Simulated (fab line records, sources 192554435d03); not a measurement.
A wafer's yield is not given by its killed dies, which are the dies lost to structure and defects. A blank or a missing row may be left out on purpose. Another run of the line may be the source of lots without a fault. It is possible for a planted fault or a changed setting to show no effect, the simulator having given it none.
Which tool was responsible? / flow n5 finfet / 33 wafers from 11 lots sampled at 2 of the route's 1938 steps

WHAT EACH GAUGE READ, for each wafer
N5_PMOS_HMC_CHANNEL_EPI_INSPECT_30: inspects for defects (darkfield).
lot=L075; measured=day 2 03:10; on=defect inspect-02; raw defect count=20 30 37
lot=L077; measured=day 2 14:46; on=defect inspect-02; raw defect count=13 20 12
lot=L079; measured=day 3 04:32; on=defect inspect-02; raw defect count=19 16 10
lot=L081; measured=day 3 15:12; on=defect inspect-01; raw defect count=16 22 15
lot=L083; measured=day 4 04:40; on=defect inspect-02; raw defect count=24 21 16
lot=L085; measured=day 4 13:59; on=defect inspect-02; raw defect count=25 28 23
lot=L087; measured=day 5 03:53; on=defect inspect-01; raw defect count=22 15 12
lot=L089; measured=day 5 14:23; on=defect inspect-02; raw defect count=37 43 23
lot=L091; measured=day 6 02:06; on=defect inspect-01; raw defect count=18 19 29
lot=L094; measured=day 6 22:41; on=defect inspect-01; raw defect count=28 20 19
lot=L096; measured=day 7 08:31; on=defect inspect-01; raw defect count=19 17 20

EACH LOT AND THE TOOL THAT RAN IT (in order: tool; ch and the chambers of the sampled wafers; start)
lot=L075; N5_WELL_APT_DESCUM_13=rie diel-02 ch 1,2,3, day 1 20:12
lot=L077; N5_WELL_APT_DESCUM_13=rie diel-05 ch 1,2,3, day 2 07:50
lot=L079; N5_WELL_APT_DESCUM_13=rie diel-05 ch 2,3, day 2 20:34
lot=L081; N5_WELL_APT_DESCUM_13=rie diel-01 ch 2,3, day 3 07:55
lot=L083; N5_WELL_APT_DESCUM_13=rie diel-05 ch 0,1, day 3 21:25
lot=L085; N5_WELL_APT_DESCUM_13=rie diel-05 ch 0,1,2, day 4 07:42
lot=L087; N5_WELL_APT_DESCUM_13=rie diel-01 ch 0,3, day 4 20:10
lot=L089; N5_WELL_APT_DESCUM_13=rie diel-05 ch 1,2,3, day 5 07:52
lot=L091; N5_WELL_APT_DESCUM_13=rie diel-02 ch 2,3, day 5 19:38
lot=L094; N5_WELL_APT_DESCUM_13=rie diel-01 ch 0,3, day 6 16:35
lot=L096; N5_WELL_APT_DESCUM_13=rie diel-05 ch 1,2,3, day 7 01:38
- N5_WELL_APT_DESCUM_13: chemistry O2, time 7.9 s.

THE ANSWER, worked out from the rows above alone
Rule: what is usual is taken from the lots themselves. Put in order of their means at a reading, lots are off if they are a third of the lots or fewer, leave a main group of 4 or more, and stand apart from it by a gap of 3 or more times the standard deviation of the main group's means; of several such gaps the widest counts. A main group is skipped when, at the precision printed for the reading in the tables above, its means are all equal. Also off: a lot with no number at a reading for which 4 or more lots have one. All remaining lots with rows at the step are treated as sound.
Across all readings shown, no lot is off: no conclusion can be drawn from this.

WHAT THE SIMULATOR PUT IN
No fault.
